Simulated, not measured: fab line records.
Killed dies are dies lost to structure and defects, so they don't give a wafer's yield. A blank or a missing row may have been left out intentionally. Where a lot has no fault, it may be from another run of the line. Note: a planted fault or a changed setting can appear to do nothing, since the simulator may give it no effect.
Split-lot trial | flow n5 finfet | 21 wafers read from 7 lots, route of 1938 steps

THE SPLIT
At N5_BEOL_M13_COAT_58 (time 60 s, resist thk 89 nm), the setting spin rpm was moved away from the recipe's 1500 rpm on 6 of the 21 wafers read, by -8.9% to +6.1%. This setting was run at the recipe's value on the other wafers.

The reading comes from the split's own step.

THE READING
BARC_of_BEOL_M13_COAT_58.thk nm (the simulator's own value, which no gauge read), in nm, at N5_BEOL_M13_COAT_58 (time 60 s, resist thk 89 nm). The file gives no usual value for it. Across the 15 wafers here that went through the recipe, the average is 89.3 nm and the standard deviation 0.16 nm.

wafer  | tool, chamber at the split | spin rpm as run, rpm | against the recipe | BARC_of_BEOL_M13_COAT_58.thk nm, nm | against lot-mates on the recipe
L074.1 | litho track-03, 0          | 1500                 | recipe             | 89.4                                | -
L074.3 | litho track-03, 0          | 1366                 | -8.9%              | 93.4                                | +4.1
L074.4 | litho track-03, 0          | 1500                 | recipe             | 89.2                                | -
L077.2 | litho track-03, 0          | 1591                 | +6.1%              | 86.6                                | no lot-mate on the recipe
L077.3 | litho track-03, 0          | 1591                 | +6.1%              | 86.6                                | no lot-mate on the recipe
L077.6 | litho track-03, 0          | 1591                 | +6.1%              | 86.6                                | no lot-mate on the recipe
L078.1 | litho track-01, 0          | 1500                 | recipe             | 89.4                                | -
L078.2 | litho track-01, 0          | 1500                 | recipe             | 89.4                                | -
L078.6 | litho track-01, 0          | 1500                 | recipe             | 89.4                                | -
L080.2 | litho track-03, 0          | 1500                 | recipe             | 89                                  | -
L080.5 | litho track-03, 0          | 1500                 | recipe             | 89                                  | -
L080.3 | litho track-03, 0          | 1372                 | -8.5%              | 93.2                                | +4.2
L082.2 | litho track-01, 0          | 1500                 | recipe             | 89.4                                | -
L082.3 | litho track-01, 0          | 1500                 | recipe             | 89.4                                | -
L082.5 | litho track-01, 0          | 1500                 | recipe             | 89.4                                | -
L086.1 | litho track-01, 0          | 1500                 | recipe             | 89.4                                | -
L086.5 | litho track-01, 0          | 1543                 | +2.9%              | 87.8                                | -1.4
L086.6 | litho track-01, 0          | 1500                 | recipe             | 89                                  | -
L095.1 | litho track-04, 0          | 1500                 | recipe             | 89.2                                | -
L095.3 | litho track-04, 0          | 1500                 | recipe             | 89.2                                | -
L095.4 | litho track-04, 0          | 1500                 | recipe             | 89.2                                | -

THE FIT
A straight line over all 21 wafers: BARC_of_BEOL_M13_COAT_58.thk nm changes by -0.454 nm for each +1% of spin rpm; r = -1.00; the points scatter about the line by 0.15 nm.
The same after taking each lot's own level away (the mean of its wafers on the recipe; 18 wafers): -0.476 nm for each +1%; r = -1.00; scatter 0.095 nm.
According to that fit, moving spin rpm by its largest amount changes the reading by 4.2 nm.
The lots' own levels span 89.00 to 89.40 nm, that is 2.5 times the standard deviation above.
So the lot-to-lot level changes the slope little: the two slopes agree.
Check: with one of the wafers moved furthest among these (-8.9%) left out of the fit, the line predicts +4.39 nm for it against its lot-mates. It came out at +4.1 nm against them.

FURTHER SPLITS ON THESE WAFERS
These wafers also went through other splits before the reading. Each is held against what the fit with the lots' levels taken away leaves over:
other split on the same wafers    | wafers away from the commonest value | r with BARC_of_BEOL_M13_COAT_58.thk nm (lot level and that fit taken away)
N5_BEOL_M10_COAT_22 spin rpm      | 12                                   | +0.10
N5_BEOL_M11_TRENCH_ETCH_37 time s | 7                                    | -0.18
N5_BEOL_M11_ETCH_41 time s        | 6                                    | -0.07
N5_BEOL_M12_COAT_04 spin rpm      | 4                                    | -0.16
N5_BEOL_M12_DESCUM_15 time s      | 8                                    | -0.12

FILE'S OWN FIT
BARC_of_BEOL_M13_COAT_58.thk nm changes by -0.476 nm for each +1% of spin rpm, r = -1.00.
